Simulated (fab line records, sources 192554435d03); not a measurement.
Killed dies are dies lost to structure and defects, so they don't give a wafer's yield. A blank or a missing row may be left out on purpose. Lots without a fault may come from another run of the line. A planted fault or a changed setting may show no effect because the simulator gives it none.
Chamber matching | flow n5_finfet | N5_HKMG_FIN_ETCH_31 on rie_diel-06: 4 sister chambers
The step etches SiARC in CF4, target depth 45.5 nm, time 75.8 s. 8 wafers are shown with their chamber, then 8 later ones without.

WAFERS WITH THEIR CHAMBER
wafer  | chamber | drypump_motor_current_A (A) | showerhead_plenum_p_Torr (Torr)
L082.3 | 0       | 5.2                         | 2.11
L085.1 | 1       | 4.9                         | 2.08
L085.2 | 2       | 5.4                         | 2.04
L085.5 | 0       | 5.2                         | 2.11
L091.4 | 2       | 5.3                         | 2.04
L093.3 | 1       | 4.8                         | 2.07
L093.5 | 3       | 6.7                         | 2.10
L094.1 | 3       | 6.7                         | 2.10

WAFERS WITHOUT THEIR CHAMBER
wafer  | drypump_motor_current_A (A) | showerhead_plenum_p_Torr (Torr)
L094.2 | 5.2                         | 2.10
L094.5 | 5.4                         | 2.04
L095.2 | 5.2                         | 2.10
L095.3 | 5.4                         | 2.03
L095.5 | 4.8                         | 2.07
L096.2 | 5.4                         | 2.03
L096.4 | 6.7                         | 2.10
L096.6 | 5.4                         | 2.03

WHICH CHAMBER EACH WENT THROUGH
wafer  | from the rows above | in truth
L094.2 | 0                   | 0
L094.5 | 2                   | 2
L095.2 | 0                   | 0
L095.3 | 2                   | 2
L095.5 | 1                   | 1
L096.2 | 2                   | 2
L096.4 | 3                   | 3
L096.6 | 2                   | 2
Placed correctly: 8 of 8. Can't be placed from these rows: 0. Placed wrongly: 0.
How it was worked out, from the rows above alone: a wafer's distance from a chamber is the root of the sum, over the readings, of the square of ((its reading less the chamber's mean) divided by the reading's scatter). The wafer belongs to the nearest chamber; if the next one is less than 2 further off, it can't be placed. A chamber's mean is the mean of its shown wafers. The scatter: the root of (the sum of the squares of (reading less its chamber's mean) over the shown wafers, divided by (wafers less chambers)).
